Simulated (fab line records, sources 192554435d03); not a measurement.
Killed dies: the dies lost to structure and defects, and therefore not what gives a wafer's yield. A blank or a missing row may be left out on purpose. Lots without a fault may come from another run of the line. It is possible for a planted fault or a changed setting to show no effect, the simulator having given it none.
Chamber matching + flow n5 finfet + 4 sister chambers for N5_MOL_CONTACT_COAG_STRIP_98 on rie diel-03
The step strips in N2/H2. 4 wafers are shown with their chamber, then 9 later ones without.

== WAFERS, EACH WITH ITS CHAMBER ==
| wafer  | chamber | drypump motor current A (A) |
|--------|---------|-----------------------------|
| L086.3 | 1       | 5.8                         |
| L090.5 | 0       | 6.0                         |
| L091.1 | 3       | 5.1                         |
| L091.5 | 2       | 5.7                         |

== WAFERS WHOSE CHAMBER IS MISSING ==
| wafer  | drypump motor current A (A) |
|--------|-----------------------------|
| L092.1 | 5.1                         |
| L092.4 | 6.0                         |
| L092.5 | 5.6                         |
| L093.1 | 5.1                         |
| L093.4 | 5.8                         |
| L093.6 | 5.6                         |
| L094.1 | 5.7                         |
| L094.5 | 5.7                         |
| L094.6 | 5.1                         |

== WHICH CHAMBER EACH WENT THROUGH ==
| wafer  | from the rows above | in truth |
|--------|---------------------|----------|
| L092.1 | 3                   | 3        |
| L092.4 | 0                   | 0        |
| L092.5 | 2                   | 2        |
| L093.1 | 3                   | 3        |
| L093.4 | 1                   | 1        |
| L093.6 | 2                   | 2        |
| L094.1 | 2                   | 2        |
| L094.5 | 2                   | 2        |
| L094.6 | 3                   | 3        |
Correctly placed: 9 of 9. Can't be placed from these rows: 0. Wrongly placed: 0.
How it was worked out, from the rows above alone: a wafer's distance from a chamber is the root of the sum, over the readings, of the square of ((its reading less the chamber's mean) divided by the reading's scatter). The wafer belongs to the nearest chamber; if the next one is less than 2 further off, it can't be placed. A chamber's mean is the mean of its shown wafers. The scatter: with one shown wafer a chamber, the root of the mean of the squares of how far each hidden wafer lies from its nearest shown one.
